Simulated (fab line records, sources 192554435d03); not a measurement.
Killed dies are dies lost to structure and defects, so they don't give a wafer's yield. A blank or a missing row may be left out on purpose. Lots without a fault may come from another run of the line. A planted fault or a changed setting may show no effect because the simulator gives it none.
fab line records | flow n5_finfet
record lots=24 wafers=72 last_day=18
route steps=1938 shown BEOL_M3@994 BEOL_M4@1035
lots that met no fault: from a run of the same line without faults
start_h: hours from the record's first day to the start of the lot's first wafer shown | wait_h: hours since the lot's step before | " the same as in the row above | L1.1+2: a row that stands for several wafers | - no value, or no start given | * or withheld: withheld | < > ~ a bound
route shown NAME@n: a module of which the file shows steps, and the number in the route of the first | usual: mean/standard deviation of fault-free wafers | same: alike in all rows | chamber/n: place in a boat | sites: the reading at each site | _std_site: their standard deviation | _edge_site: outer sites' mean less inner sites' | radius_mm: how far each site lies from the wafer's centre | mask NAME#n: copy n | behind: the tool/chamber that last shaped the wafer | hold: why the lot was held/for how many hours/how that ended | device: the transistor (n, p or np) that didn't switch | end of line: the same wafers' tests at the end of the route | a step without rows: its recipe alone | killed: dies lost to structure and defects at the first sort, not the wafer's yield | map: a wafer's dies, x killed, . not, _ none there
set.NAME: the setting as run; set.NAME@STEP: as run at that earlier step | model.NAME: the simulator's own value behind a step, which no gauge read
steps of the route over a sample of lots; a table a step, a row a wafer
services: from which hour (start_h, from the record's first day; less than 0 if before it) a tool's chamber was out of use, for how many hours, and why
## steps
# step N5_BEOL_M3_SPUTTER_48
# recipe material=Cu target_thk_a=45 temp_c=-20 chamber_pressure_pa=0.07 power_w=withheld time_s=8.29
# usual chamber_pressure_pa=0.07001/0.00015 chuck_gas_flow_sccm=1.26/0.052 throttle_valve_pct=29.9/0.84
# columns lot.wafer tool chamber start_h wait_h chamber_pressure_pa chuck_gas_flow_sccm throttle_valve_pct
L075.1 pvd_sputter-03 - 151.99 0.1 0.06975 1.29 30.2
L075.5 " - " " 0.07012 1.25 30.1
L075.6 " - " " 0.06989 1.19 29.8
L074.2 pvd_sputter-01 - 154.91 0.1 0.0701 1.18 31.1
L074.5 " - " " 0.07013 1.21 30.8
L074.6 " - " " 0.07 1.23 29.7
L076.1 pvd_sputter-01 - 165.53 0.5 0.07014 1.28 28.0
L076.4 " - " " 0.0702 1.33 30.0
L076.5 " - " " 0.06992 1.27 28.3
L077.1 pvd_sputter-01 - 167.85 0.1 0.07011 1.30 30.0
L077.2 " - " " 0.06981 1.37 30.0
L077.5 " - " " 0.07018 1.25 29.9
L078.1 pvd_sputter-01 - 183.67 0.1 0.06996 1.16 29.7
L078.2 " - " " 0.0697 1.25 28.2
L078.4 " - " " 0.06982 1.21 31.2
L079.2 pvd_sputter-03 - 184.05 0.1 0.07023 1.28 29.7
L079.4 " - " " 0.06965 1.23 30.2
L079.5 " - " " 0.06985 1.27 30.0
L080.4 pvd_sputter-01 - 209.95 0.0 0.07001 1.33 30.2
L080.5 " - " " 0.07005 1.15 29.9
L080.6 " - " " 0.07013 1.32 30.0
L081.2 pvd_sputter-01 - 212.14 0.1 0.07016 1.29 31.0
L081.4 " - " " 0.06998 1.28 30.5
L081.5 " - " " 0.07024 1.22 30.0
L082.1 pvd_sputter-03 - 212.60 0.1 0.06991 1.36 29.6
L082.4 " - " " 0.07017 1.25 30.3
L082.5 " - " " 0.07006 1.26 29.4
L084.2 pvd_sputter-03 - 216.24 0.2 0.07006 1.25 30.2
L084.3 " - " " 0.07022 1.27 30.4
L084.4 " - " " 0.0699 1.29 29.6
L085.1 pvd_sputter-02 - 223.50 0.1 0.07011 1.25 31.7
L085.2 " - " " 0.0703 1.22 29.6
L085.4 " - " " 0.07 1.36 30.7
L083.2 pvd_sputter-03 - 223.58 0.2 0.0699 1.24 30.0
L083.5 " - " " 0.06996 1.28 29.5
L083.6 " - " " 0.07013 1.18 29.9
L086.2 pvd_sputter-02 - 226.58 0.1 0.07002 1.26 32.0
L086.3 " - " " 0.07026 1.33 30.6
L086.6 " - " " 0.07002 1.26 29.5
L087.1 pvd_sputter-03 - 226.87 0.1 0.07003 1.26 29.9
L087.3 " - " " 0.06998 1.35 29.2
L087.4 " - " " 0.06999 1.24 30.2
L088.3 pvd_sputter-02 - 239.43 0.1 0.07 1.29 29.8
L088.4 " - " " 0.06995 1.31 30.8
L088.6 " - " " 0.07002 1.33 30.9
L089.1 pvd_sputter-03 - 240.57 0.1 0.07012 1.18 30.1
L089.2 " - " " 0.0698 1.21 30.7
L089.3 " - " " 0.07 1.28 29.2
L090.1 pvd_sputter-03 - 246.30 0.1 0.06979 1.33 30.4
L090.2 " - " " 0.07019 1.28 29.3
L090.5 " - " " 0.06996 1.24 29.5
L091.2 pvd_sputter-03 - 249.80 0.1 0.06984 1.23 29.0
L091.4 " - " " 0.07002 1.26 29.9
L091.6 " - " " 0.07007 1.29 30.1
L092.2 pvd_sputter-01 - 267.22 0.1 0.07032 1.32 30.1
L092.3 " - " " 0.07001 1.27 31.1
L092.6 " - " " 0.06997 1.23 30.1
L093.1 pvd_sputter-01 - 269.14 0.1 0.07 1.23 30.0
L093.2 " - " " 0.06998 1.30 28.1
L093.5 " - " " 0.06986 1.30 28.1
L094.1 pvd_sputter-01 - 273.68 0.1 0.07005 1.25 30.9
L094.4 " - " " 0.06976 1.11 29.9
L094.6 " - " " 0.06997 1.27 30.0
L095.2 pvd_sputter-01 - 293.10 0.2 0.07016 1.27 29.9
L095.4 " - " " 0.07008 1.24 29.9
L095.5 " - " " 0.06988 1.27 28.3
L096.1 pvd_sputter-02 - 300.95 0.1 0.06995 1.24 29.8
L096.4 " - " " 0.0698 1.27 31.7
L096.5 " - " " 0.06977 1.28 29.8
L097.3 pvd_sputter-03 - 304.37 0.2 0.0699 1.22 29.7
L097.4 " - " " 0.06984 1.25 29.5
L097.5 " - " " 0.07016 1.24 29.4
# step N5_BEOL_M3_ANNEAL_80
# recipe temp_c=400 time_s=240 ambient=vacuum
# usual heater_power_w=798/59
# columns lot.wafer tool chamber start_h wait_h heater_power_w
L075.1 pvd_sputter-03 - 152.29 0.0 867
L075.5 " - " " 797
L075.6 " - " " 875
L074.2 pvd_sputter-01 - 155.21 0.0 841
L074.5 " - " " 827
L074.6 " - " " 680
L076.1 pvd_sputter-01 - 165.83 0.0 733
L076.4 " - " " 746
L076.5 " - " " 732
L077.1 pvd_sputter-01 - 168.15 0.0 759
L077.2 " - " " 683
L077.5 " - " " 745
L078.1 pvd_sputter-01 - 183.97 0.0 754
L078.2 " - " " 747
L078.4 " - " " 851
L079.2 pvd_sputter-03 - 184.35 0.0 881
L079.4 " - " " 803
L079.5 " - " " 778
L080.4 pvd_sputter-01 - 210.25 0.0 748
L080.5 " - " " 742
L080.6 " - " " 688
L081.2 pvd_sputter-01 - 212.44 0.0 865
L081.4 " - " " 746
L081.5 " - " " 768
L082.1 pvd_sputter-03 - 212.90 0.0 879
L082.4 " - " " 819
L082.5 " - " " 802
L084.2 pvd_sputter-03 - 216.54 0.0 852
L084.3 " - " " 818
L084.4 " - " " 880
L085.1 pvd_sputter-02 - 223.80 0.0 796
L085.2 " - " " 798
L085.4 " - " " 810
L083.2 pvd_sputter-03 - 223.88 0.0 846
L083.5 " - " " 785
L083.6 " - " " 864
L086.2 pvd_sputter-02 - 226.88 0.0 801
L086.3 " - " " 823
L086.6 " - " " 868
L087.1 pvd_sputter-03 - 227.17 0.0 832
L087.3 " - " " 809
L087.4 " - " " 821
L088.3 pvd_sputter-02 - 239.73 0.0 800
L088.4 " - " " 844
L088.6 " - " " 827
L089.1 pvd_sputter-03 - 240.87 0.0 844
L089.2 " - " " 811
L089.3 " - " " 784
L090.1 pvd_sputter-03 - 246.60 0.0 823
L090.2 " - " " 815
L090.5 " - " " 823
L091.2 pvd_sputter-03 - 250.10 0.0 792
L091.4 " - " " 859
L091.6 " - " " 830
L092.2 pvd_sputter-01 - 267.52 0.0 763
L092.3 " - " " 855
L092.6 " - " " 669
L093.1 pvd_sputter-01 - 269.44 0.0 758
L093.2 " - " " 762
L093.5 " - " " 744
L094.1 pvd_sputter-01 - 273.98 0.0 849
L094.4 " - " " 759
L094.6 " - " " 759
L095.2 pvd_sputter-01 - 293.40 0.0 681
L095.4 " - " " 730
L095.5 " - " " 749
L096.1 pvd_sputter-02 - 301.25 0.0 803
L096.4 " - " " 804
L096.5 " - " " 808
L097.3 pvd_sputter-03 - 304.67 0.0 867
L097.4 " - " " 817
L097.5 " - " " 796
# step N5_BEOL_M3_ANNEAL_82
# recipe temp_c=400 time_s=240 ambient=vacuum
# usual heater_power_w=798/59
# columns lot.wafer tool chamber start_h wait_h heater_power_w
L075.1 pvd_sputter-03 - 152.51 0.0 886
L075.5 " - " " 805
L075.6 " - " " 886
L074.2 pvd_sputter-01 - 155.43 0.0 860
L074.5 " - " " 836
L074.6 " - " " 676
L076.1 pvd_sputter-01 - 166.05 0.0 763
L076.4 " - " " 766
L076.5 " - " " 746
L077.1 pvd_sputter-01 - 168.37 0.0 753
L077.2 " - " " 684
L077.5 " - " " 759
L078.1 pvd_sputter-01 - 184.19 0.0 740
L078.2 " - " " 722
L078.4 " - " " 872
L079.2 pvd_sputter-03 - 184.57 0.0 882
L079.4 " - " " 812
L079.5 " - " " 824
L080.4 pvd_sputter-01 - 210.47 0.0 749
L080.5 " - " " 736
L080.6 " - " " 680
L081.2 pvd_sputter-01 - 212.66 0.0 864
L081.4 " - " " 756
L081.5 " - " " 746
L082.1 pvd_sputter-03 - 213.12 0.0 848
L082.4 " - " " 800
L082.5 " - " " 807
L084.2 pvd_sputter-03 - 216.76 0.0 844
L084.3 " - " " 792
L084.4 " - " " 844
L085.1 pvd_sputter-02 - 224.02 0.0 814
L085.2 " - " " 802
L085.4 " - " " 846
L083.2 pvd_sputter-03 - 224.10 0.0 902
L083.5 " - " " 801
L083.6 " - " " 872
L086.2 pvd_sputter-02 - 227.10 0.0 787
L086.3 " - " " 838
L086.6 " - " " 823
L087.1 pvd_sputter-03 - 227.39 0.0 837
L087.3 " - " " 788
L087.4 " - " " 802
L088.3 pvd_sputter-02 - 239.95 0.0 803
L088.4 " - " " 821
L088.6 " - " " 794
L089.1 pvd_sputter-03 - 241.09 0.0 845
L089.2 " - " " 796
L089.3 " - " " 802
L090.1 pvd_sputter-03 - 246.82 0.0 811
L090.2 " - " " 792
L090.5 " - " " 807
L091.2 pvd_sputter-03 - 250.32 0.0 779
L091.4 " - " " 835
L091.6 " - " " 854
L092.2 pvd_sputter-01 - 267.74 0.0 763
L092.3 " - " " 869
L092.6 " - " " 675
L093.1 pvd_sputter-01 - 269.66 0.0 775
L093.2 " - " " 758
L093.5 " - " " 752
L094.1 pvd_sputter-01 - 274.20 0.0 880
L094.4 " - " " 731
L094.6 " - " " 760
L095.2 pvd_sputter-01 - 293.62 0.0 672
L095.4 " - " " 776
L095.5 " - " " 746
L096.1 pvd_sputter-02 - 301.47 0.0 786
L096.4 " - " " 817
L096.5 " - " " 811
L097.3 pvd_sputter-03 - 304.89 0.0 833
L097.4 " - " " 794
L097.5 " - " " 799
# step N5_BEOL_M3_ANNEAL_51
# recipe temp_c=225 time_s=90 ambient=N2
# usual wafer_temp_C_max=226.8/0.46
# columns lot.wafer tool chamber start_h wait_h wafer_temp_C_max
L075.1 rtp_anneal-01 0 154.08 0.2 227.7
L075.5 " 0 " " 227.0
L075.6 " 0 " " 226.8
L074.2 rtp_anneal-01 0 156.93 0.1 227.2
L074.5 " 0 " " 226.5
L074.6 " 0 " " 227.4
L076.1 rtp_anneal-01 0 167.49 0.1 226.7
L076.4 " 0 " " 227.1
L076.5 " 0 " " 226.8
L077.1 rtp_anneal-02 0 169.81 0.1 226.0
L077.2 " 0 " " 225.9
L077.5 " 0 " " 225.9
L078.1 rtp_anneal-02 0 185.70 0.1 225.7
L078.2 " 0 " " 225.7
L078.4 " 0 " " 225.7
L079.2 rtp_anneal-02 0 186.05 0.1 226.0
L079.4 " 0 " " 226.2
L079.5 " 0 " " 226.0
L080.4 rtp_anneal-01 0 213.68 1.8 227.2
L080.5 " 0 " " 226.5
L080.6 " 0 " " 226.8
L081.2 rtp_anneal-01 0 214.88 0.8 226.4
L081.4 " 0 " " 226.6
L081.5 " 0 " " 227.0
L082.1 rtp_anneal-01 0 215.56 1.1 226.2
L082.4 " 0 " " 225.9
L082.5 " 0 " " 227.0
L084.2 rtp_anneal-01 0 219.68 1.5 226.8
L084.3 " 0 " " 226.8
L084.4 " 0 " " 227.1
L085.1 rtp_anneal-01 0 225.46 0.1 226.6
L085.2 " 0 " " 226.5
L085.4 " 0 " " 226.7
L083.2 rtp_anneal-01 0 225.77 0.3 226.7
L083.5 " 0 " " 226.6
L083.6 " 0 " " 227.3
L086.2 rtp_anneal-01 0 228.58 0.1 227.0
L086.3 " 0 " " 227.2
L086.6 " 0 " " 226.9
L087.1 rtp_anneal-01 0 229.53 0.8 226.7
L087.3 " 0 " " 227.7
L087.4 " 0 " " 226.2
L088.3 rtp_anneal-01 0 242.88 1.5 226.6
L088.4 " 0 " " 226.6
L088.6 " 0 " " 226.7
L089.1 rtp_anneal-01 0 243.18 0.7 227.1
L089.2 " 0 " " 226.8
L089.3 " 0 " " 226.8
L090.1 rtp_anneal-01 0 248.26 0.1 226.6
L090.2 " 0 " " 226.9
L090.5 " 0 " " 226.8
L091.2 rtp_anneal-01 0 252.16 0.5 226.7
L091.4 " 0 " " 226.9
L091.6 " 0 " " 227.5
L092.2 rtp_anneal-01 0 272.12 3.0 227.4
L092.3 " 0 " " 227.2
L092.6 " 0 " " 226.8
L093.1 rtp_anneal-01 0 273.15 2.1 227.2
L093.2 " 0 " " 227.8
L093.5 " 0 " " 226.4
L094.1 rtp_anneal-01 0 275.64 0.1 226.8
L094.4 " 0 " " 226.6
L094.6 " 0 " " 227.1
L095.2 rtp_anneal-01 0 295.23 0.2 226.8
L095.4 " 0 " " 226.5
L095.5 " 0 " " 227.1
L096.1 rtp_anneal-01 0 303.04 0.2 227.3
L096.4 " 0 " " 226.9
L096.5 " 0 " " 227.0
L097.3 rtp_anneal-01 0 306.42 0.1 226.4
L097.4 " 0 " " 226.9
L097.5 " 0 " " 227.0
# step N5_BEOL_M3_CMP_52
# recipe stop_on=SiOC t_overpolish_s=6.8 down_force_psi=1 platen_rpm=50 clearing_platen_down_force_psi=1.5 clearing_platen_rpm=50 post_cmp_clean=cu_alkaline target_thk_nm=40 clearing_platen_pad_velocity_m_s=0.99484 pad_velocity_m_s=0.99484
# usual barrier_field_endpoint_s=24.7/0.68 clearing_platen_rpm=49.999/0.029 edge_zone_pressure_frac=1.000/0.0052 motor_current_A=6.1/0.39 overpolish_run_s=6.799/0.0089 slurry_flow_ml_min=150.0/0.5 time_to_endpoint_s=62/3.8
# columns lot.wafer tool chamber start_h wait_h barrier_field_endpoint_s clearing_platen_rpm edge_zone_pressure_frac motor_current_A overpolish_run_s slurry_flow_ml_min time_to_endpoint_s
L075.1 cmp-01 0 154.38 0.3 24.6 50.001 0.996 6.3 6.795 149.8 67
L075.5 " 0 " " 25.3 50.027 1.003 6.2 6.808 149.1 68
L075.6 " 1 " " 25.3 50.032 1.006 6.6 6.800 150.7 67
L074.2 cmp-04 3 157.40 0.4 24.2 49.999 1.002 6.2 6.783 150.3 60
L074.6 " 2 " " 24.1 49.904 1.007 5.9 6.798 150.2 59
L074.5 " 3 " " 25.3 49.983 1.015 6.3 6.806 149.7 61
L076.4 cmp-01 0 168.01 0.3 26.0 49.997 0.999 6.2 6.792 149.7 67
L076.1 " 1 " " 24.8 49.986 0.991 6.5 6.815 150.1 66
L076.5 " 3 " " 25.3 49.966 1.005 5.6 6.794 150.3 66
L077.2 cmp-01 0 170.15 0.3 25.2 50.040 0.996 6.0 6.799 150.2 70
L077.1 " 3 " " 24.4 49.975 0.998 5.6 6.789 150.2 66
L077.5 " 1 " " 26.0 49.993 0.996 6.4 6.804 149.7 67
L078.4 cmp-02 3 186.05 0.2 25.4 50.021 1.000 6.3 6.790 149.4 63
L078.1 " 0 " " 25.1 49.975 0.998 6.2 6.792 149.8 63
L078.2 " 1 " " 24.4 49.976 0.996 6.4 6.809 149.7 60
L079.4 cmp-01 1 186.30 0.1 24.6 49.978 0.994 6.4 6.786 149.9 61
L079.2 " 2 " " 24.5 50.028 1.005 6.1 6.804 150.5 60
L079.5 " 1 " " 24.7 50.004 1.001 6.3 6.808 150.0 62
L080.4 cmp-04 1 213.90 0.2 25.4 50.035 1.001 5.5 6.808 150.3 67
L080.5 " 0 " " 24.5 49.974 0.998 6.4 6.814 149.9 59
L080.6 " 1 " " 25.4 50.031 1.005 5.6 6.801 150.9 66
L081.2 cmp-01 0 215.19 0.3 25.8 50.014 0.997 6.2 6.795 150.8 67
L081.4 " 2 " " 24.6 49.974 1.004 5.8 6.796 150.6 64
L081.5 " 3 " " 25.4 50.032 0.997 5.6 6.793 151.4 65
L082.4 cmp-04 2 215.86 0.1 25.3 49.981 0.993 6.0 6.792 150.1 63
L082.1 " 0 " " 24.1 49.992 1.006 6.6 6.787 149.7 57
L082.5 " 2 " " 24.6 49.985 0.998 5.9 6.811 150.2 59
L084.2 cmp-04 2 219.94 0.2 23.7 50.050 0.999 5.6 6.802 150.3 59
L084.4 " 3 " " 25.1 49.991 0.999 5.9 6.810 150.8 61
L084.3 " 0 " " 24.3 49.937 1.000 6.5 6.778 150.7 57
L085.2 cmp-01 1 225.76 0.2 24.9 49.993 0.998 6.8 6.805 149.2 68
L085.4 " 2 " " 24.7 49.983 1.001 5.9 6.801 150.8 62
L085.1 " 3 " " 24.5 49.999 0.995 5.2 6.809 149.9 65
L083.2 cmp-01 3 226.14 0.3 24.1 50.027 0.997 5.6 6.806 149.0 64
L083.6 " 0 " " 24.2 50.009 1.000 6.0 6.819 150.7 66
L083.5 " 1 " " 24.6 49.961 0.994 6.2 6.806 149.7 63
L086.3 cmp-04 1 228.84 0.2 26.4 50.009 1.001 5.6 6.798 149.5 65
L086.2 " 0 " " 24.3 49.987 1.000 6.5 6.785 149.7 58
L086.6 " 1 " " 26.1 49.974 0.998 5.5 6.790 149.3 65
L087.1 cmp-04 0 229.97 0.4 24.0 50.002 0.999 6.5 6.790 149.3 61
L087.3 " 1 " " 25.1 49.993 0.999 5.1 6.794 150.0 63
L087.4 " 2 " " 24.3 50.054 1.002 5.7 6.792 149.4 58
L088.4 cmp-01 0 243.17 0.2 24.6 50.025 0.997 6.1 6.797 149.7 64
L088.3 " 1 " " 24.1 50.026 0.990 6.8 6.797 150.2 59
L088.6 " 3 " " 24.4 50.055 0.998 5.6 6.791 150.2 57
L089.1 cmp-04 3 243.48 0.3 24.6 50.017 0.999 6.3 6.806 149.8 61
L089.2 " 0 " " 24.6 50.013 0.994 6.8 6.809 149.6 57
L089.3 " 2 " " 24.6 50.021 1.009 5.8 6.815 150.0 58
L090.1 cmp-02 0 249.16 0.9 24.6 50.014 0.996 6.0 6.805 150.2 60
L090.2 " 1 " " 23.7 49.931 1.002 6.1 6.796 150.0 54
L090.5 " 0 " " 25.5 49.997 1.001 6.2 6.800 149.7 59
L091.2 cmp-04 3 252.49 0.3 24.6 49.942 1.008 6.1 6.796 150.7 63
L091.4 " 0 " " 24.1 49.965 1.007 6.4 6.805 150.7 59
L091.6 " 1 " " 25.1 50.001 1.009 5.7 6.790 150.3 65
L092.2 cmp-02 3 272.42 0.3 24.9 49.986 0.988 6.3 6.807 150.8 60
L092.3 " 0 " " 24.3 50.015 1.005 5.7 6.801 149.1 62
L092.6 " 3 " " 25.0 49.998 0.992 6.4 6.796 150.3 61
L093.1 cmp-01 3 273.45 0.3 25.0 49.996 0.992 5.8 6.811 150.5 64
L093.2 " 2 " " 24.0 50.014 0.998 6.0 6.780 149.6 60
L093.5 " 3 " " 25.2 49.985 0.999 5.5 6.811 150.3 62
L094.4 cmp-01 3 276.01 0.2 24.2 50.011 1.003 5.8 6.805 149.5 61
L094.1 " 0 " " 24.2 49.976 0.998 6.1 6.778 150.7 65
L094.6 " 1 " " 24.3 50.028 0.997 6.8 6.799 150.1 62
L095.4 cmp-04 1 295.56 0.2 24.9 49.987 1.002 5.6 6.791 150.2 65
L095.2 " 2 " " 23.6 49.954 1.001 6.0 6.789 151.0 57
L095.5 " 0 " " 23.9 49.981 0.995 6.5 6.813 149.8 57
L096.4 cmp-04 1 303.39 0.2 24.7 50.001 1.014 5.3 6.813 149.2 66
L096.1 " 3 " " 24.3 49.944 1.001 6.1 6.805 149.6 58
L096.5 " 0 " " 24.0 49.992 0.999 6.7 6.816 150.2 59
L097.4 cmp-04 0 306.70 0.2 24.6 50.003 0.996 6.9 6.809 149.9 60
L097.3 " 1 " " 25.6 50.013 1.004 5.4 6.788 150.1 66
L097.5 " 2 " " 25.7 49.974 1.000 5.7 6.806 150.6 63
# step N5_BEOL_M4_OVL_MEAS_12
# recipe points_per_wafer=522
# usual M4_OVL=0.0/0.75
# same points_per_wafer=522
# columns lot.wafer tool chamber start_h wait_h M4_OVL[nm]
L075.1 overlay-01 0 156.59 0.0 0.5
L075.5 " 0 " " -0.2
L075.6 " 0 " " 0.8
L074.2 overlay-01 0 160.08 0.0 -1.3
L074.5 " 0 " " -0.7
L074.6 " 0 " " -0.4
L076.1 overlay-01 0 170.37 0.0 0.5
L076.4 " 0 " " 0.3
L076.5 " 0 " " 0.5
L077.1 overlay-01 0 171.35 0.0 -0.6
L077.2 " 0 " " 0.1
L077.5 " 0 " " -0.1
L078.1 overlay-02 0 187.31 0.0 -0.1
L078.2 " 0 " " -0.1
L078.4 " 0 " " -0.1
L079.2 overlay-02 0 187.57 0.0 1.2
L079.4 " 0 " " 0.8
L079.5 " 0 " " 1.2
L080.4 overlay-02 0 215.51 0.0 -0.5
L080.5 " 0 " " 0.2
L080.6 " 0 " " 0.0
L081.2 overlay-01 0 216.87 0.0 0.2
L081.4 " 0 " " 0.4
L081.5 " 0 " " -0.7
L082.1 overlay-02 0 218.06 0.0 0.3
L082.4 " 0 " " 0.4
L082.5 " 0 " " 0.0
L084.2 overlay-02 0 222.83 0.0 0.1
L084.3 " 0 " " 0.3
L084.4 " 0 " " 1.1
L085.1 overlay-01 0 227.12 0.0 -0.6
L085.2 " 0 " " -0.3
L085.4 " 0 " " 0.1
L083.2 overlay-01 0 229.13 0.0 -0.3
L083.5 " 0 " " 0.3
L083.6 " 0 " " -0.3
L086.2 overlay-01 0 232.29 0.0 0.4
L086.3 " 0 " " -0.1
L086.6 " 0 " " 0.9
L087.1 overlay-02 0 232.33 0.0 -0.2
L087.3 " 0 " " -0.4
L087.4 " 0 " " -1.1
L088.3 overlay-01 0 244.49 0.0 -1.8
L088.4 " 0 " " -1.3
L088.6 " 0 " " -1.7
L089.1 overlay-02 0 246.63 0.0 0.8
L089.2 " 0 " " 0.1
L089.3 " 0 " " -0.5
L090.1 overlay-02 0 250.34 0.0 0.7
L090.2 " 0 " " 2.0
L090.5 " 0 " " 0.1
L091.2 overlay-01 0 254.45 0.0 0.2
L091.4 " 0 " " 1.0
L091.6 " 0 " " 0.2
L092.2 overlay-02 0 275.46 0.0 0.6
L092.3 " 0 " " -0.7
L092.6 " 0 " " 0.3
L093.1 overlay-02 0 275.75 0.0 1.4
L093.2 " 0 " " -0.2
L093.5 " 0 " " 0.4
L094.1 overlay-01 0 277.26 0.0 -0.6
L094.4 " 0 " " 0.4
L094.6 " 0 " " -0.9
L095.2 overlay-01 0 297.36 0.0 0.3
L095.4 " 0 " " 0.8
L095.5 " 0 " " -0.2
L096.1 overlay-02 0 305.04 0.0 -0.6
L096.4 " 0 " " -0.6
L096.5 " 0 " " 0.4
L097.3 overlay-02 0 308.00 0.0 -0.1
L097.4 " 0 " " -0.3
L097.5 " 0 " " -0.2
## services
# columns tool chamber start_h hours kind
cmp-04 - 137.50 1.5 repair
cmp-02 - 153.92 18.5 pm
cmp-04 - 160.99 2.5 repair
pvd_sputter-03 - 161.40 1.8 repair
pvd_sputter-03 - 171.10 11.7 repair
cmp-02 - 173.27 8.0 pm
pvd_sputter-01 - 188.53 1.3 repair
cmp-04 - 190.20 4.0 pm
cmp-04 - 194.20 - consumable_replace:conditioner
cmp-04 - 194.20 - consumable_replace:pad
rtp_anneal-02 - 203.80 69.6 pm
cmp-02 - 215.47 1.0 repair
cmp-04 - 222.45 4.3 repair
cmp-01 - 227.96 4.0 pm
cmp-01 - 231.96 - consumable_replace:conditioner
cmp-01 - 231.96 - consumable_replace:pad
cmp-01 - 246.45 17.6 pm
cmp-01 - 290.69 6.2 pm
pvd_sputter-01 - 291.75 1.0 repair
cmp-01 - 304.78 1.3 repair
## key
fault none
